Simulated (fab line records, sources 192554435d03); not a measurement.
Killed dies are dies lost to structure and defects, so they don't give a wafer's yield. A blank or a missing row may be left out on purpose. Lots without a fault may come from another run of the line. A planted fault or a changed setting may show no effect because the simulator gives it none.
Problem report in the 8D (eight disciplines) form, filled by code | flow n5_finfet | the parts of the form that need people (team, actions taken, sign-off) are left out

1. THE PROBLEM
run_length_s at N5_BEOL_M5_CVD_47 reads a mean of 241.6 s on 4 wafers of 3 lots; wafers without a fault read 238.9 s with a standard deviation of 0.45. That is +5.9 standard deviations from the usual mean.
The step: deposits Co from CCTBA/H2, target thk 3 nm, time 216 s.
First seen on wafer L550.2, day 10 17:10, on cvd_co-01. The record holds 19 wafers of 7 lots with a number at this step. Rule for "out", or "out of limits": more than 4 standard deviations from the usual mean. The other wafers with a number count as sound.

2. WHAT IT IS AND WHAT IT IS NOT
question                    | is                             | is not
which readings at this step | run_length_s                   | -
which lots                  | L550, L553, L554               | L545, L548, L555, L562
which wafers of those lots  | L550.2, L550.3, L553.3, L554.2 | L550.6, L553.6, L554.6
read on which tools         | cvd_co-01                      | cvd_co-02
when                        | from day 10 17:10              | up to then (7 sound wafers); but 8 sound wafers of L553, L554, L555, L562 came after

3. SUSPECTS, AND WHAT RULES EACH OUT
Counting: a tool at a process step up to the reading stays a suspect if it ran every lot that is out. Sound lots after the first of them don't rule it out here, since some wafers of a struck lot are sound.
- uv_cure-03 at N5_BEOL_M5_CURE_80 (cures SiCOH lowk, time 120 s): kept. It ran every lot that is out, first L550 (day 10 15:28).
- cvd_co-01 at N5_BEOL_M5_CVD_47 (deposits Co from CCTBA/H2, target thk 3 nm, time 216 s): kept. It ran every lot that is out, first L550 (day 10 17:10); its last sound lot up to then is L548 (day 9 23:49). Its own readings are out on those wafers: run_length_s.
Left after counting: uv_cure-03 at N5_BEOL_M5_CURE_80, cvd_co-01 at N5_BEOL_M5_CVD_47.

4. THE CAUSE (what the simulator had put in)
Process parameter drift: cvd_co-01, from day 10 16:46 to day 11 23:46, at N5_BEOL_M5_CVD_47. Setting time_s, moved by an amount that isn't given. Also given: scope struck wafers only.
Counting left 2 suspects, and this tool is among them.

5. THE CHAIN OF EFFECTS, in route order
Each row: a reading whose mean over the struck wafers that have a number lies more than 3 standard deviations from the usual. Only readings for which the record gives a usual standard deviation are gone through. hours: the time from each lot's start at the first step in this table that gives one to its start at this step, as a median over the lots. sigmas: the change in usual standard deviations.
hours | step              | reading      | usual   | on struck wafers | change | sigmas
0     | N5_BEOL_M5_CVD_47 | run_length_s | 238.9 s | 241.6            | +2.7   | +5.9
The process steps in it:
- N5_BEOL_M5_CVD_47: deposits Co from CCTBA/H2, target thk 3 nm, time 216 s.

6. WHAT WOULD HAVE CAUGHT IT SOONER
In this record the first reading out of limits was taken at day 10 17:10, 0 hours after the fault began at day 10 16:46.
